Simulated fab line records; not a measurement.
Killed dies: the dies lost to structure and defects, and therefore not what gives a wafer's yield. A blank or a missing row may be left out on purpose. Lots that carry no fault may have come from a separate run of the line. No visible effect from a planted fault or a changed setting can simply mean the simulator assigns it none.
Chamber matching :: flow n5_finfet :: rie_diel-02 running N5_BEOL_M6_ETCH_72: 4 sister chambers
The step etches underlayer in N2/H2, target depth 6.5 nm, time 5.2 s. 20 wafers are shown with their chamber, then 10 later ones without.

== WAFERS PAIRED WITH THEIR CHAMBERS ==
wafer: L074.2
chamber: 3
showerhead_plenum_p_Torr (Torr): 2.56
drypump_motor_current_A (A): 5.8
throttle_valve_pct (%): 17.70

wafer: L074.5
chamber: 2
showerhead_plenum_p_Torr (Torr): 2.69
drypump_motor_current_A (A): 5.4
throttle_valve_pct (%): 17.27

wafer: L074.6
chamber: 3
showerhead_plenum_p_Torr (Torr): 2.56
drypump_motor_current_A (A): 5.8
throttle_valve_pct (%): 17.70

wafer: L077.1
chamber: 2
showerhead_plenum_p_Torr (Torr): 2.69
drypump_motor_current_A (A): 5.4
throttle_valve_pct (%): 17.29

wafer: L077.2
chamber: 3
showerhead_plenum_p_Torr (Torr): 2.56
drypump_motor_current_A (A): 5.8
throttle_valve_pct (%): 17.70

wafer: L077.3
chamber: 1
showerhead_plenum_p_Torr (Torr): 2.62
drypump_motor_current_A (A): 6.0
throttle_valve_pct (%): 18.03

wafer: L079.3
chamber: 1
showerhead_plenum_p_Torr (Torr): 2.62
drypump_motor_current_A (A): 6.0
throttle_valve_pct (%): 18.03

wafer: L079.5
chamber: 1
showerhead_plenum_p_Torr (Torr): 2.62
drypump_motor_current_A (A): 6.0
throttle_valve_pct (%): 18.04

wafer: L079.6
chamber: 0
showerhead_plenum_p_Torr (Torr): 2.46
drypump_motor_current_A (A): 5.7
throttle_valve_pct (%): 17.39

wafer: L081.3
chamber: 0
showerhead_plenum_p_Torr (Torr): 2.46
drypump_motor_current_A (A): 5.7
throttle_valve_pct (%): 17.41

wafer: L081.4
chamber: 2
showerhead_plenum_p_Torr (Torr): 2.68
drypump_motor_current_A (A): 5.3
throttle_valve_pct (%): 17.32

wafer: L081.5
chamber: 3
showerhead_plenum_p_Torr (Torr): 2.56
drypump_motor_current_A (A): 5.8
throttle_valve_pct (%): 17.73

wafer: L082.2
chamber: 2
showerhead_plenum_p_Torr (Torr): 2.68
drypump_motor_current_A (A): 5.3
throttle_valve_pct (%): 17.31

wafer: L082.3
chamber: 3
showerhead_plenum_p_Torr (Torr): 2.55
drypump_motor_current_A (A): 5.8
throttle_valve_pct (%): 17.73

wafer: L082.6
chamber: 2
showerhead_plenum_p_Torr (Torr): 2.68
drypump_motor_current_A (A): 5.4
throttle_valve_pct (%): 17.31

wafer: L085.1
chamber: 0
showerhead_plenum_p_Torr (Torr): 2.46
drypump_motor_current_A (A): 5.7
throttle_valve_pct (%): 17.41

wafer: L085.3
chamber: 2
showerhead_plenum_p_Torr (Torr): 2.68
drypump_motor_current_A (A): 5.3
throttle_valve_pct (%): 17.33

wafer: L085.4
chamber: 1
showerhead_plenum_p_Torr (Torr): 2.61
drypump_motor_current_A (A): 6.0
throttle_valve_pct (%): 18.07

wafer: L086.2
chamber: 2
showerhead_plenum_p_Torr (Torr): 2.68
drypump_motor_current_A (A): 5.3
throttle_valve_pct (%): 17.34

wafer: L086.4
chamber: 0
showerhead_plenum_p_Torr (Torr): 2.45
drypump_motor_current_A (A): 5.7
throttle_valve_pct (%): 17.43

SIGNATURES, as means of the wafers listed above
reading: showerhead_plenum_p_Torr
chamber 0: 2.4575
chamber 1: 2.6175
chamber 2: 2.6829
chamber 3: 2.5580
scatter within a chamber: 0.00483

reading: drypump_motor_current_A
chamber 0: 5.700
chamber 1: 6.000
chamber 2: 5.343
chamber 3: 5.800
scatter within a chamber: 0.0327

reading: throttle_valve_pct
chamber 0: 17.4100
chamber 1: 18.0425
chamber 2: 17.3100
chamber 3: 17.7120
scatter within a chamber: 0.0199
Rule: distance of a wafer from a chamber = root of the sum over the readings of ((wafer's reading minus chamber's mean) / reading's scatter) squared. The wafer belongs to the nearest chamber; if the next one is less than 2 further off, it can't be placed. The scatter is the square root of a quotient: the sum, over the shown wafers, of each reading's squared deviation from its chamber's mean, divided by wafers minus chambers.

== WAFERS MISSING THEIR CHAMBER ==
wafer: L086.5
showerhead_plenum_p_Torr (Torr): 2.55
drypump_motor_current_A (A): 5.8
throttle_valve_pct (%): 17.73

wafer: L089.1
showerhead_plenum_p_Torr (Torr): 2.45
drypump_motor_current_A (A): 5.7
throttle_valve_pct (%): 17.44

wafer: L089.4
showerhead_plenum_p_Torr (Torr): 2.45
drypump_motor_current_A (A): 5.7
throttle_valve_pct (%): 17.48

wafer: L089.6
showerhead_plenum_p_Torr (Torr): 2.55
drypump_motor_current_A (A): 5.8
throttle_valve_pct (%): 17.78

wafer: L094.1
showerhead_plenum_p_Torr (Torr): 2.60
drypump_motor_current_A (A): 6.0
throttle_valve_pct (%): 17.70

wafer: L094.4
showerhead_plenum_p_Torr (Torr): 2.67
drypump_motor_current_A (A): 5.4
throttle_valve_pct (%): 17.37

wafer: L094.5
showerhead_plenum_p_Torr (Torr): 2.60
drypump_motor_current_A (A): 6.0
throttle_valve_pct (%): 17.71

wafer: L092.4
showerhead_plenum_p_Torr (Torr): 2.60
drypump_motor_current_A (A): 6.0
throttle_valve_pct (%): 17.70

wafer: L092.5
showerhead_plenum_p_Torr (Torr): 2.67
drypump_motor_current_A (A): 5.4
throttle_valve_pct (%): 17.33

wafer: L092.6
showerhead_plenum_p_Torr (Torr): 2.60
drypump_motor_current_A (A): 6.0
throttle_valve_pct (%): 17.71

== THE CHAMBER EACH PASSED THROUGH ==
wafer: L086.5
from the rows above: 3
in truth: 3

wafer: L089.1
from the rows above: 0
in truth: 0

wafer: L089.4
from the rows above: 0
in truth: 0

wafer: L089.6
from the rows above: 3
in truth: 3

wafer: L094.1
from the rows above: 3
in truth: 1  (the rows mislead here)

wafer: L094.4
from the rows above: 2
in truth: 2

wafer: L094.5
from the rows above: 3
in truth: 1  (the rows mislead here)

wafer: L092.4
from the rows above: 3
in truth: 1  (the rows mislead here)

wafer: L092.5
from the rows above: 2
in truth: 2

wafer: L092.6
from the rows above: 3
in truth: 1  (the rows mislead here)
Correctly placed: 6 of 10. Not placeable from these rows: 0. Number placed wrongly: 4.
